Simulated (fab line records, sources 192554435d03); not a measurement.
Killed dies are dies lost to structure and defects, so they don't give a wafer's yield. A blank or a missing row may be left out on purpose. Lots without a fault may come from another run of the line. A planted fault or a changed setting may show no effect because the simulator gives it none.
fab line records | flow n5_finfet
record lots=10 wafers=30 last_day=17
route steps=1938 shown BEOL_M5@1149 PASSIVATION@1936
lots that met no fault: from a run of the same line without faults
start_h: hours from the record's first day to the start of the lot's first wafer shown | wait_h: hours since the lot's step before | " the same as in the row above | L1.1+2: a row that stands for several wafers | - no value, or no start given | * or withheld: withheld | < > ~ a bound
route shown NAME@n: a module of which the file shows steps, and the number in the route of the first | usual: mean/standard deviation of fault-free wafers | same: alike in all rows | chamber/n: place in a boat | sites: the reading at each site | _std_site: their standard deviation | _edge_site: outer sites' mean less inner sites' | radius_mm: how far each site lies from the wafer's centre | mask NAME#n: copy n | behind: the tool/chamber that last shaped the wafer | hold: why the lot was held/for how many hours/how that ended | device: the transistor (n, p or np) that didn't switch | end of line: the same wafers' tests at the end of the route | a step without rows: its recipe alone | killed: dies lost to structure and defects at the first sort, not the wafer's yield | map: a wafer's dies, x killed, . not, _ none there
set.NAME: the setting as run; set.NAME@STEP: as run at that earlier step | model.NAME: the simulator's own value behind a step, which no gauge read
steps of the route over a sample of lots; a table a step, a row a wafer
services: from which hour (start_h, from the record's first day; less than 0 if before it) a tool's chamber was out of use, for how many hours, and why
## steps
# step N5_BEOL_M5_OVL_MEAS_29
# recipe points_per_wafer=522
# usual V4_OVL=-0.2/0.71
# columns lot.wafer tool chamber start_h wait_h V4_OVL[nm]
L825.3 overlay-01 0 182.11 0.0 0.9
L825.5 " 0 " " 0.0
L825.6 " 0 " " 1.1
L828.2 overlay-02 0 204.48 0.0 -0.7
L828.4 " 0 " " -0.9
L828.6 " 0 " " -1.3
L829.2 overlay-02 0 217.73 0.0 0.6
L829.5 " 0 " " 0.9
L829.6 " 0 " " 0.6
L830.1 overlay-02 0 223.37 0.0 -1.1
L830.4 " 0 " " -0.4
L830.5 " 0 " " -1.2
L831.1 overlay-02 0 235.16 0.0 -0.3
L831.4 " 0 " " -0.4
L831.6 " 0 " " 0.3
L832.1 overlay-01 0 240.96 0.0 -0.6
L832.3 " 0 " " -0.2
L832.4 " 0 " " 0.0
L834.1 overlay-02 0 241.59 0.0 0.3
L834.2 " 0 " " 0.0
L834.4 " 0 " " -0.3
L840.2 overlay-01 0 278.24 0.0 1.2
L840.3 " 0 " " -0.2
L840.4 " 0 " " -1.0
L842.1 overlay-01 0 304.26 0.0 -1.2
L842.3 " 0 " " -1.5
L842.5 " 0 " " -0.6
L844.3 overlay-02 0 309.22 0.0 -1.2
L844.5 " 0 " " -0.5
L844.6 " 0 " " 0.4
# step N5_BEOL_M5_INSPECT_30
# recipe mode=adi inspect_instrument=brightfield
# usual raw_defect_count=420/99
# columns lot.wafer tool chamber start_h wait_h raw_defect_count
L825.3 defect_inspect-01 - 182.16 0.0 374
L825.5 " - " " 272
L825.6 " - " " 491
L828.2 defect_inspect-02 - 204.54 0.0 374
L828.4 " - " " 436
L828.6 " - " " 482
L829.2 defect_inspect-01 - 217.79 0.0 360
L829.5 " - " " 300
L829.6 " - " " 344
L830.1 defect_inspect-02 - 223.43 0.1 286
L830.4 " - " " 368
L830.5 " - " " 376
L831.1 defect_inspect-01 - 235.22 0.1 421
L831.4 " - " " 428
L831.6 " - " " 338
L832.1 defect_inspect-01 - 241.02 0.1 358
L832.3 " - " " 510
L832.4 " - " " 352
L834.1 defect_inspect-02 - 241.65 0.1 467
L834.2 " - " " 372
L834.4 " - " " 463
L840.2 defect_inspect-01 - 278.29 0.0 367
L840.3 " - " " 395
L840.4 " - " " 470
L842.1 defect_inspect-02 - 304.32 0.1 383
L842.3 " - " " 511
L842.5 " - " " 549
L844.3 defect_inspect-02 - 309.28 0.1 601
L844.5 " - " " 470
L844.6 " - " " 625
# step N5_BEOL_M5_ETCH_75
# recipe chemistry=N2/H2 target=underlayer target_depth_a=65 mask_material=CAR-EUV time_s=5.2 ion_energy_ev=200 pressure_mtorr=30 source_w=840 bias_w=150 n2_flow_sccm=200 h2_flow_sccm=200 ends=cleared
# usual drypump_motor_current_A=5.9/0.4 etch_rf_on_time_s=5.16/0.14 oes_product_au=0.65/0.08 rf_vpp_V=523.6/3 showerhead_plenum_p_Torr=2.54/0.1 throttle_valve_pct=17.9/0.32
# columns lot.wafer tool chamber start_h wait_h drypump_motor_current_A etch_rf_on_time_s oes_product_au rf_hours_counter_h rf_vpp_V showerhead_plenum_p_Torr throttle_valve_pct
L825.3 rie_diel-06 0 182.23 0.0 5.6 5.32 0.64 159 524.0 2.55 18.2
L825.5 " 0 " " 5.7 5.31 0.63 - 522.8 2.55 18.2
L825.6 " 1 " " 5.2 5.23 0.60 - 522.8 2.50 17.7
L828.2 rie_diel-06 0 204.85 0.0 5.7 5.39 0.63 165 524.7 2.55 18.2
L828.4 " 0 " " 5.7 5.41 0.62 - 522.9 2.55 18.2
L828.6 " 3 " " 6.2 5.26 0.63 - 523.5 2.53 18.3
L829.2 rie_diel-06 1 217.94 0.0 5.2 5.25 0.60 238 523.6 2.50 17.7
L829.5 " 1 " " 5.2 5.25 0.59 - 523.7 2.50 17.7
L829.6 " 0 " " 5.7 5.30 0.62 - 523.6 2.55 18.2
L830.1 rie_diel-06 0 223.69 0.0 5.7 5.33 0.63 170 522.0 2.55 18.2
L830.4 " 0 " " 5.7 5.36 0.63 - 525.1 2.55 18.2
L830.5 " 1 " " 5.2 5.32 0.59 - 524.2 2.50 17.7
L831.1 rie_diel-05 1 235.29 0.0 6.0 5.07 0.62 183 524.8 2.52 17.7
L831.4 " 2 " " 6.2 5.06 0.59 245 520.2 2.39 17.5
L831.6 " 3 " " 6.2 5.13 0.58 - 525.8 2.63 18.1
L832.1 rie_diel-01 0 241.09 0.0 6.2 5.18 0.60 227 521.1 2.40 18.1
L832.3 " 1 " " 6.1 5.43 0.59 230 524.2 2.49 18.1
L832.4 " 3 " " 5.6 5.12 0.60 207 525.8 2.62 18.1
L834.1 rie_diel-06 2 241.84 0.0 5.6 5.03 0.67 150 517.1 2.35 18.0
L834.2 " 3 " " 6.2 5.18 0.63 178 525.0 2.53 18.4
L834.4 " 0 " " 5.7 5.27 0.63 175 523.7 2.54 18.2
L840.2 rie_diel-05 1 278.36 0.0 6.1 5.03 0.63 197 523.4 2.52 17.7
L840.3 " 2 " " 6.2 4.89 0.84 2 527.7 2.70 17.1
L840.4 " 3 " " 6.1 5.18 0.57 244 527.3 2.62 18.2
L842.1 rie_diel-05 1 304.50 0.0 6.1 5.15 0.61 206 523.0 2.51 17.7
L842.3 " 0 " " 6.4 5.08 0.74 33 527.9 2.71 18.1
L842.5 " 2 " " 6.2 4.93 0.82 - 528.4 2.70 17.2
L844.3 rie_diel-06 0 309.38 0.0 5.7 5.28 0.61 198 522.1 2.53 18.2
L844.5 " 1 " " 5.2 5.00 0.80 - 521.8 2.49 17.3
L844.6 " 0 " " 5.7 5.36 0.60 - 521.0 2.53 18.2
# step N5_BEOL_M5_HM_STRIP_39
# recipe chemistry=peroxide_tin_strip material=TiN target_depth_a=250 temp_c=50 time_s=158
# usual bath_guard_temp_C=50.0/0.53 bath_heat_duty_pct=7.1/0.81
# columns lot.wafer tool chamber start_h wait_h bath_guard_temp_C bath_heat_duty_pct
L825.3 wet_bench-02 3 182.64 0.0 49.9 6.9
L825.5 " 4 " " 49.9 7.9
L825.6 " 7 " " 49.6 7.3
L828.2 wet_bench-01 1 205.26 0.0 50.4 7.8
L828.4 " 0 " " 50.0 6.3
L828.6 " 3 " " 50.8 6.6
L829.2 wet_bench-02 3 218.36 0.0 49.4 7.4
L829.5 " 4 " " 50.6 7.3
L829.6 " 5 " " 50.8 6.5
L830.1 wet_bench-02 1 224.11 0.0 - -
L830.4 " 0 " " - -
L830.5 " 3 " " - -
L831.1 wet_bench-01 6 235.71 0.0 - -
L831.4 " 5 " " - -
L831.6 " 4 " " - -
L832.1 wet_bench-02 2 241.51 0.0 - -
L832.3 " 3 " " - -
L832.4 " 5 " " - -
L834.1 wet_bench-01 1 242.26 0.0 50.0 8.2
L834.2 " 3 " " 51.0 8.6
L834.4 " 6 " " 49.8 6.8
L840.2 wet_bench-01 7 278.79 0.0 49.9 5.9
L840.3 " 0 " " 50.3 7.1
L840.4 " 6 " " 50.4 6.6
L842.1 wet_bench-01 0 304.92 0.0 50.3 6.8
L842.3 " 7 " " 49.2 6.5
L842.5 " 6 " " 49.8 6.6
L844.3 wet_bench-02 3 309.81 0.0 49.2 7.9
L844.5 " 4 " " 50.1 8.1
L844.6 " 6 " " 49.6 8.6
# step N5_BEOL_M5_CMP_52
# recipe stop_on=SiCOH_lowk t_overpolish_s=6.9 down_force_psi=1 platen_rpm=50 clearing_platen_down_force_psi=1.5 clearing_platen_rpm=50 post_cmp_clean=cu_alkaline target_thk_nm=62 clearing_platen_pad_velocity_m_s=0.99484 pad_velocity_m_s=0.99484
# usual barrier_field_endpoint_s=24.7/0.64 edge_zone_pressure_frac=0.999/0.005 motor_current_A=5.8/0.66 pad_life_wafers=1328/690
# columns lot.wafer tool chamber start_h wait_h barrier_field_endpoint_s edge_zone_pressure_frac motor_current_A pad_life_wafers
L825.3 cmp-01 3 189.75 0.5 24.2 1.000 5.5 1634
L825.6 " 1 " " 25.0 1.003 6.4 -
L825.5 " 2 " " 24.8 0.995 6.0 -
L828.4 cmp-03 0 211.91 0.2 26.2 0.988 5.8 1728
L828.2 " 1 " " 24.3 0.996 6.0 1729
L828.6 " 1 " " 24.8 0.992 6.0 -
L829.2 cmp-01 1 224.40 0.2 25.0 1.000 6.5 1885
L829.6 " 0 " " 24.3 0.992 4.8 -
L829.5 " 1 " " 25.2 0.991 6.6 -
L830.4 cmp-01 2 233.64 0.2 33.7 0.989 6.6 1963
L830.1 " 0 " " 32.9 0.997 4.8 1965
L830.5 " 1 " " 33.5 0.999 6.7 -
L831.4 cmp-01 0 241.80 0.2 32.5 0.997 4.6 2066
L831.1 " 1 " " 33.1 0.998 5.7 2067
L831.6 " 3 " " 32.4 1.008 5.4 -
L832.1 cmp-01 0 248.45 0.6 33.6 0.988 4.8 13
L832.3 " 1 " " 33.7 1.001 6.1 14
L832.4 " 2 " " 34.2 1.001 6.3 15
L834.4 cmp-01 0 248.91 0.6 25.1 0.997 5.1 25
L834.1 " 1 " " 25.1 0.999 6.5 26
L834.2 " 2 " " 23.9 0.998 6.2 27
L840.4 cmp-02 3 285.51 0.1 25.6 1.002 5.4 1554
L840.3 " 0 " " 24.9 0.997 6.3 1555
L840.2 " 2 " " 24.5 1.001 7.2 1557
L842.1 cmp-02 3 311.37 0.3 24.3 1.005 5.4 1842
L842.3 " 1 " " 24.6 0.997 6.3 1844
L842.5 " 0 " " 24.0 0.997 6.5 -
L844.3 cmp-03 1 316.58 0.2 23.9 0.997 6.1 1969
L844.5 " 0 " " 24.7 1.006 6.3 -
L844.6 " 1 " " 24.9 0.993 6.5 -
# step N5_PASSIVATION_PROBE_49
# usual defect_limited_yield=91.4/1.5 killed_at_M0_to_M3=32/9.8 killed_at_M4_up=15/5.6 killed_at_contacts=12/5.4 killed_at_front_end=40/13 killed_at_other=3.0/2.1 killed_dies=102/17 killed_open=67/13 killed_short=32/7.1 sort_bin_5_function=5.1/0.96 sort_bin_6_memory=3.2/0.7 sort_n_pass=1078/18 sort_yield_pct=91.3/1.5
# same gross_dies=1180 killed_at_back_side=0 sort_bin_4_leakage[%]=0 sort_bin_8_speed[%]=0
# columns lot.wafer tool chamber start_h wait_h defect_limited_yield[%] killed_at_M0_to_M3 killed_at_M4_up killed_at_contacts killed_at_front_end killed_at_other killed_dies killed_open killed_short sort_bin_5_function[%] sort_bin_6_memory[%] sort_n_pass sort_yield_pct[%]
L825.3 prober-02 - 289.88 0.1 91.4 38 21 17 24 1 101 66 33 4.4 3.9 1079 91.4
L825.5 prober-02 - 289.98 0.2 91.6 33 14 10 38 4 99 61 34 4.2 4.2 1081 91.6
L825.6 prober-02 - 290.03 0.3 90.4 34 17 25 35 2 113 77 32 5.9 3.4 1067 90.4
L828.2 prober-02 - 310.38 0.1 90.4 45 16 13 35 4 113 82 31 4.7 4.6 1067 90.4
L828.4 prober-02 - 310.48 0.2 88.2 37 13 13 73 3 139 88 44 6.5 4.6 1041 88.2
L828.6 prober-02 - 310.58 0.3 89.6 45 11 13 50 4 123 88 35 5.8 4.3 1057 89.6
L829.2 prober-01 - 315.29 0.1 92.5 17 25 14 30 3 89 53 27 4.2 2.5 1091 92.5
L829.5 prober-01 - 315.44 0.2 92.4 22 25 6 34 3 90 57 24 4.7 2.2 1090 92.4
L829.6 prober-01 - 315.49 0.3 93.0 32 14 5 30 2 83 52 28 4.5 2.3 1097 93.0
L830.1 prober-02 - 322.25 0.0 92.0 23 22 7 38 4 94 56 23 4.7 3.0 1086 92.0
L830.4 prober-02 - 322.40 0.2 91.9 28 25 6 35 1 95 52 32 4.9 3.0 1085 91.9
L830.5 prober-02 - 322.45 0.2 92.4 26 24 9 25 6 90 42 32 5.5 1.8 1090 92.4
L831.1 prober-01 - 331.80 0.0 90.5 26 32 10 42 2 112 74 31 4.6 4.6 1068 90.5
L831.4 prober-01 - 331.95 0.2 89.3 21 22 15 62 6 126 79 36 5.8 4.2 1054 89.3
L831.6 prober-01 - 332.05 0.3 90.2 23 32 5 48 8 116 73 30 5.8 3.6 1064 90.2
L832.1 prober-01 - 347.44 0.0 91.4 30 31 11 29 0 101 60 26 5.5 2.9 1079 91.4
L832.3 prober-01 - 347.54 0.1 88.1 58 32 20 27 3 140 72 49 7.0 4.1 1040 88.1
L832.4 prober-01 - 347.59 0.2 89.2 50 28 11 35 4 128 76 36 6.4 4.2 1052 89.2
L834.1 prober-01 - 352.48 0.0 91.3 27 7 11 55 3 103 64 36 5.1 3.3 1077 91.3
L834.2 prober-01 - 352.53 0.1 89.7 42 22 13 41 3 121 70 47 6.2 3.4 1059 89.7
L834.4 prober-01 - 352.63 0.2 90.8 29 9 16 48 7 109 67 39 6.2 2.9 1071 90.8
L840.2 prober-01 - 370.30 0.1 90.8 26 9 11 56 6 108 57 50 5.7 3.3 1072 90.8
L840.3 prober-01 - 370.35 0.1 91.3 40 6 20 33 4 103 70 28 5.1 3.5 1077 91.3
L840.4 prober-01 - 370.40 0.2 91.7 28 15 7 42 6 98 63 26 5.3 2.5 1082 91.7
# killed by level:class
L825.3 BEOL_M3:geometric_particle:open=16 MOL_CONTACT_COAG:geometric_particle:open=14 BEOL_M0_SAQP:geometric_particle:short=6 BEOL_M4:geometric_particle:open=6 FIN_SAQP:geometric_particle:short=5 STI_FIN_REVEAL:geometric_particle:open=5 BEOL_M0_SAQP:geometric_particle:open=5 GATE_CUT:geometric_particle:short=4
L825.5 FIN_SAQP:geometric_particle:open=8 FIN_SAQP:geometric_particle:short=7 GATE_CUT:geometric_particle:short=6 BEOL_M0_SAQP:geometric_particle:short=6 BEOL_M3:geometric_particle:open=6 STARTING-WAFER:geometric_particle:open=6 MOL_CONTACT_COAG:geometric_particle:open=5 BEOL_M7:geometric_particle:open=5
L825.6 MOL_CONTACT_COAG:geometric_particle:open=18 FIN_SAQP:geometric_particle:open=9 BEOL_M3:geometric_particle:open=7 BEOL_M0_SAQP:geometric_particle:short=6 FIN_SAQP:geometric_particle:short=5 BEOL_M0_SAQP:geometric_particle:open=5 BEOL_M2:geometric_particle:open=5 STI_FIN_REVEAL:geometric_particle:open=4
L828.2 BEOL_M2:geometric_particle:open=15 MOL_CONTACT_COAG:geometric_particle:open=12 BEOL_M4:geometric_particle:open=10 BEOL_M3:geometric_particle:open=9 STI_FIN_REVEAL:geometric_particle:open=8 FIN_SAQP:geometric_particle:short=7 DUMMY_GATE:geometric_particle:open=7 BEOL_M0_SAQP:geometric_particle:short=6
L828.4 STI_FIN_REVEAL:geometric_particle:open=30 BEOL_M1:geometric_particle:open=15 FIN_SAQP:geometric_particle:short=12 MOL_CONTACT_COAG:geometric_particle:open=9 HKMG_FIN:area_etch=7 FIN_SAQP:geometric_particle:open=6 STI_FIN_REVEAL:geometric_particle:short=6 BEOL_M4:geometric_particle:short=6
L828.6 STI_FIN_REVEAL:geometric_particle:open=21 BEOL_M3:geometric_particle:open=14 MOL_CONTACT_COAG:geometric_particle:open=11 STI_FIN_REVEAL:geometric_particle:short=8 BEOL_M2:geometric_particle:open=7 BEOL_M0_SAQP:geometric_particle:open=6 BEOL_M4:geometric_particle:open=6 FIN_SAQP:geometric_particle:open=4
L829.2 BEOL_M4:geometric_particle:open=12 MOL_CONTACT_COAG:geometric_particle:open=9 MOL_CONTACT_COAG:geometric_particle:short=5 BEOL_M1:geometric_particle:open=5 HKMG_FIN:area_etch=5 FIN_SAQP:geometric_particle:open=4 FIN_SAQP:geometric_particle:short=4 BEOL_M2:geometric_particle:open=4
L829.5 BEOL_M4:geometric_particle:open=10 BEOL_M1:geometric_particle:open=7 DUMMY_GATE:geometric_particle:open=6 HKMG_FIN:area_etch=6 MOL_CONTACT_COAG:geometric_particle:open=4 BEOL_M0_SAQP:geometric_particle:open=4 BEOL_M2:geometric_particle:open=4 STARTING-WAFER:geometric_particle:short=4
L829.6 BEOL_M2:geometric_particle:open=11 DUMMY_GATE:geometric_particle:open=8 BEOL_M0_SAQP:geometric_particle:short=5 BEOL_M0_SAQP:geometric_particle:open=5 BEOL_M1:geometric_particle:open=5 BEOL_M4:geometric_particle:open=5 DUMMY_GATE:geometric_particle:short=4 GATE_CUT:geometric_particle:short=3
L830.1 BEOL_M5:interface_void_opened=14 STI_FIN_REVEAL:geometric_particle:open=13 BEOL_M0_SAQP:geometric_particle:short=6 BEOL_M1:geometric_particle:open=6 MOL_CONTACT_COAG:geometric_particle:open=5 BEOL_M0_SAQP:geometric_particle:open=5 GATE_CUT:geometric_particle:short=4 FIN_SAQP:geometric_particle:open=3
L830.4 BEOL_M5:interface_void_opened=10 GATE_CUT:geometric_particle:short=8 GATE_CUT:geometric_particle:open=7 BEOL_M2:geometric_particle:open=7 BEOL_M0_SAQP:geometric_particle:open=6 BEOL_M0_SAQP:geometric_particle:short=5 BEOL_M4:geometric_particle:open=5 FIN_SAQP:geometric_particle:short=4
L830.5 BEOL_M5:interface_void_opened=14 MOL_CONTACT_COAG:geometric_particle:open=6 BEOL_M0_SAQP:geometric_particle:open=5 STARTING-WAFER:geometric_particle:short=5 FIN_SAQP:geometric_particle:short=4 BEOL_M0_SAQP:geometric_particle:short=4 BEOL_M1:geometric_particle:open=4 BEOL_M1:geometric_particle:short=4
L831.1 BEOL_M4:geometric_particle:open=12 FIN_SAQP:geometric_particle:open=9 STI_FIN_REVEAL:geometric_particle:open=9 BEOL_M5:interface_void_opened=7 FIN_SAQP:geometric_particle:short=6 MOL_CONTACT_COAG:geometric_particle:open=6 BEOL_M2:geometric_particle:open=5 MOL_CONTACT_COAG:geometric_particle:short=4
L831.4 STI_FIN_REVEAL:geometric_particle:open=20 MOL_CONTACT_COAG:geometric_particle:open=13 BEOL_M0_SAQP:geometric_particle:open=8 FIN_SAQP:geometric_particle:open=7 FIN_SAQP:geometric_particle:short=6 GATE_CUT:geometric_particle:short=6 BEOL_M5:interface_void_opened=6 GATE_CUT:geometric_particle:open=5
L831.6 BEOL_M5:interface_void_opened=10 STI_FIN_REVEAL:geometric_particle:open=9 FIN_SAQP:geometric_particle:open=8 BEOL_M4:geometric_particle:open=8 FIN_SAQP:geometric_particle:short=7 BEOL_M0_SAQP:geometric_particle:open=7 GATE_CUT:geometric_particle:open=6 MOL_CONTACT_COAG:geometric_particle:open=5
L832.1 BEOL_M5:interface_void_opened=12 BEOL_M1:geometric_particle:open=9 MOL_CONTACT_COAG:geometric_particle:open=8 BEOL_M0_SAQP:geometric_particle:open=6 STARTING-WAFER:geometric_particle:short=6 DUMMY_GATE:geometric_particle:open=5 BEOL_M4:geometric_particle:open=5 BEOL_M6:geometric_particle:open=5
L832.3 MOL_CONTACT_COAG:geometric_particle:open=16 BEOL_M5:interface_void_opened=15 BEOL_M0_SAQP:geometric_particle:short=13 BEOL_M3:geometric_particle:open=11 BEOL_M1:geometric_particle:short=8 BEOL_M1:geometric_particle:open=8 FIN_SAQP:geometric_particle:short=7 STI_FIN_REVEAL:geometric_particle:open=7
L832.4 BEOL_M5:interface_void_opened=12 FIN_SAQP:geometric_particle:short=9 MOL_CONTACT_COAG:geometric_particle:open=9 BEOL_M1:geometric_particle:open=9 FIN_SAQP:geometric_particle:open=8 BEOL_M2:geometric_particle:open=8 BEOL_M3:geometric_particle:open=8 BEOL_M0_SAQP:geometric_particle:open=7
L834.1 FIN_SAQP:geometric_particle:open=16 STI_FIN_REVEAL:geometric_particle:open=11 FIN_SAQP:geometric_particle:short=8 MOL_CONTACT_COAG:geometric_particle:open=8 DUMMY_GATE:geometric_particle:open=8 BEOL_M0_SAQP:geometric_particle:short=6 BEOL_M0_SAQP:geometric_particle:open=4 BEOL_M2:geometric_particle:open=4
L834.2 MOL_CONTACT_COAG:geometric_particle:open=11 BEOL_M0_SAQP:geometric_particle:open=9 BEOL_M4:geometric_particle:open=9 FIN_SAQP:geometric_particle:short=7 BEOL_M0_SAQP:geometric_particle:short=7 BEOL_M3:geometric_particle:open=7 GATE_CUT:geometric_particle:short=6 FIN_SAQP:geometric_particle:open=5
L834.4 MOL_CONTACT_COAG:geometric_particle:open=13 FIN_SAQP:geometric_particle:open=10 STI_FIN_REVEAL:geometric_particle:open=9 BEOL_M3:geometric_particle:open=9 FIN_SAQP:geometric_particle:short=7 STARTING-WAFER:geometric_particle:short=5 BEOL_M0_SAQP:geometric_particle:short=4 BEOL_M0_SAQP:geometric_particle:open=4
L840.2 FIN_SAQP:geometric_particle:short=18 FIN_SAQP:geometric_particle:open=15 BEOL_M1:geometric_particle:open=11 MOL_CONTACT_COAG:geometric_particle:open=7 STI_FIN_REVEAL:geometric_particle:open=5 MOL_CONTACT_COAG:geometric_particle:short=4 STARTING-WAFER:geometric_particle:short=4 GATE_CUT:geometric_particle:short=3
L840.3 MOL_CONTACT_COAG:geometric_particle:open=20 BEOL_M2:geometric_particle:open=17 BEOL_M3:geometric_particle:open=6 FIN_SAQP:geometric_particle:short=5 STI_FIN_REVEAL:geometric_particle:open=5 FIN_SAQP:geometric_particle:open=4 STARTING-WAFER:geometric_particle:short=4 BEOL_M1:geometric_particle:open=4
L840.4 STI_FIN_REVEAL:geometric_particle:open=11 BEOL_M2:geometric_particle:open=8 BEOL_M0_SAQP:geometric_particle:open=7 MOL_CONTACT_COAG:geometric_particle:open=6 FIN_SAQP:geometric_particle:open=5 BEOL_M0_SAQP:geometric_particle:short=5 DUMMY_GATE:geometric_particle:open=5 HKMG_FIN:area_etch=5
## services
# columns tool chamber start_h hours kind
cmp-03 - 158.52 0.8 repair
cmp-03 - 165.89 4.2 repair
cmp-01 - 180.66 6.0 pm
rie_diel-06 0 190.33 6.5 repair
rie_diel-05 0 192.88 - clean
rie_diel-05 0 192.88 - consumable_replace:focus_ring
rie_diel-05 0 192.88 - consumable_replace:showerhead
rie_diel-06 2 195.78 28.7 repair
rie_diel-05 1 197.55 24.1 repair
cmp-01 - 216.91 1.5 repair
cmp-02 - 219.64 0.7 repair
cmp-03 - 230.98 19.1 repair
cmp-01 - 243.50 4.0 pm
rie_diel-05 1 244.64 5.5 repair
cmp-01 - 247.50 - consumable_replace:conditioner
cmp-01 - 247.50 - consumable_replace:pad
cmp-02 - 247.50 5.6 pm
rie_diel-01 0 249.43 3.8 repair
rie_diel-06 1 259.30 - clean
rie_diel-06 1 259.30 - consumable_replace:focus_ring
rie_diel-06 1 259.30 16.3 scheduled_down
rie_diel-06 1 259.30 16.3 vent_cycle
rie_diel-01 2 265.90 16.8 repair
cmp-01 - 295.19 3.3 repair
## key
first_sign step=N5_BEOL_M5_HM_STRIP_39 reading=tool_record direction=missing
effect step=N5_BEOL_M5_CMP_52 reading=barrier_field_endpoint_s direction=up sigmas=13 usual=24.7 struck=33.3
effect step=N5_PASSIVATION_PROBE_49 reading=killed_at_M4_up direction=up sigmas=2.3 usual=15 struck=28 wafers_moved=5
met_at N5_BEOL_M5_HM_STRIP_39
struck_lots L830,L831,L832
not_acting_at N5_BEOL_M5_OVL_MEAS_29,N5_BEOL_M5_INSPECT_30,N5_BEOL_M5_ETCH_75
onset_between 218.36 224.11
fault kind=skipped_step_whole tool=wet_bench-01,wet_bench-02 chamber=- onset_h=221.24 steps=N5_BEOL_M5_HM_STRIP_39 scope=struck_lots_only
